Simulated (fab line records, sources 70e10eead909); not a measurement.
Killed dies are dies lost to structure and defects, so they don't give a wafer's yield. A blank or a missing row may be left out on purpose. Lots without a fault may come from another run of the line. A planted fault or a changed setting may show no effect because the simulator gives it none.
A struck lot beside a sound one | flow nand_harc | 12 steps out of a route of 1159
Sound: wafers L654.2, L654.3, L654.4. Struck: wafers L646.1, L646.2, L646.5. The cause comes at the end.
At each step with rows: each side's tool, then ch and its chambers, then its first start. Under that, the readings that differ: sound wafers | struck wafers | difference of the means | sigmas: that difference in standard deviations of wafers without a fault.
alike: readings whose means differ by less than 2 such deviations, and words and numbers that are the same on both sides. not compared: withheld readings, readings that some wafer has no value for, bounds like >300 that may hide the same value, and numbers for which the record gives no deviation and whose values overlap.
The two part at a step that has a row with sigmas, a row that says differs or no value, or rows on one side only. Numbers that don't overlap but have no deviation are shown without sigmas and don't part them. A reading that every wafer of one side lacks parts them only if that side has two wafers or more.

first, 1 step without rows for these wafers: NHARC_A_STAIRCASE_SRD_329.
NHARC_A_STAIRCASE_ALD_415: deposits SiO2, target thk 30 nm, pulse time 6 s, ald cycles 300.
  sound on ald_hk-02 ch 0,1,2, day 15 21:47; struck on ald_hk-01 ch 0,1,3, day 14 01:07
  alike: heater_power_w, precursor_pulse_height_rel
NHARC_A_STAIRCASE_ETCHBACK_416: etches the open film in C4F8/O2/Ar, target depth 36 nm, time 7.2 s.
  sound on rie_diel-01 ch 0,2,3; struck on rie_diel-13 ch 0,1,2
  alike: oes_product_au, rf_vpp_V
  not compared: rf_hours_counter_h
then, 1 step without rows for these wafers: NHARC_A_STAIRCASE_STRIP_476 (strips in O2, time 20 s).
NHARC_A_STAIRCASE_DEP_417: deposits Si3N4, target thk 60 nm.
  sound on pecvd-02 ch 0,1,2, day 15 23:47; struck on pecvd-02 ch 0,1, day 14 03:25
  alike: heater_power_w
then, 3 steps without rows for these wafers: NHARC_A_STAIRCASE_WET_418 (chemistry H3PO4, target depth 20 nm); NHARC_A_STAIRCASE_PRECLEAN_419 (cleans in SC1); NHARC_A_STAIRCASE_SRD_421.
NHARC_A_STAIRCASE_ALD_420: deposits SiO2, target thk 20 nm, pulse time 6 s, ald cycles 200.
  sound on ald_hk-01 ch 1,2,3, day 16 07:40; struck on ald_hk-04 ch 1,3, day 14 06:00
  alike: heater_power_w, precursor_pulse_height_rel
then, 1 step without rows for these wafers: NHARC_A_STAIRCASE_CVD_552 (deposits SiNx, target thk 40 nm).
NHARC_A_STAIRCASE_DEP_151: deposits SiO2, target thk 3800 nm.
  sound on pecvd-01 ch 1,2, day 16 15:04; struck on pecvd-01 ch 0,2, day 14 14:32
  alike: heater_power_w
NHARC_A_STAIRCASE_ANNEAL_320: time 1800 s.
  sound on furnace-07 ch 0, day 16 19:46; struck on furnace-07, day 14 17:59
  no value came back on the struck wafers for run_length_s (s), spike_tc_bottom_C (C), zone_power_lower_pct (%); on the sound wafers run_length_s (s) reads 1814 1814 1814

WHERE THEY PART
Only at NHARC_A_STAIRCASE_ANNEAL_320, within this record.

WHY: what the simulator had put in
Skipped step whole: furnace-07, from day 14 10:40 on, at NHARC_A_STAIRCASE_ANNEAL_320. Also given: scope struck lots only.
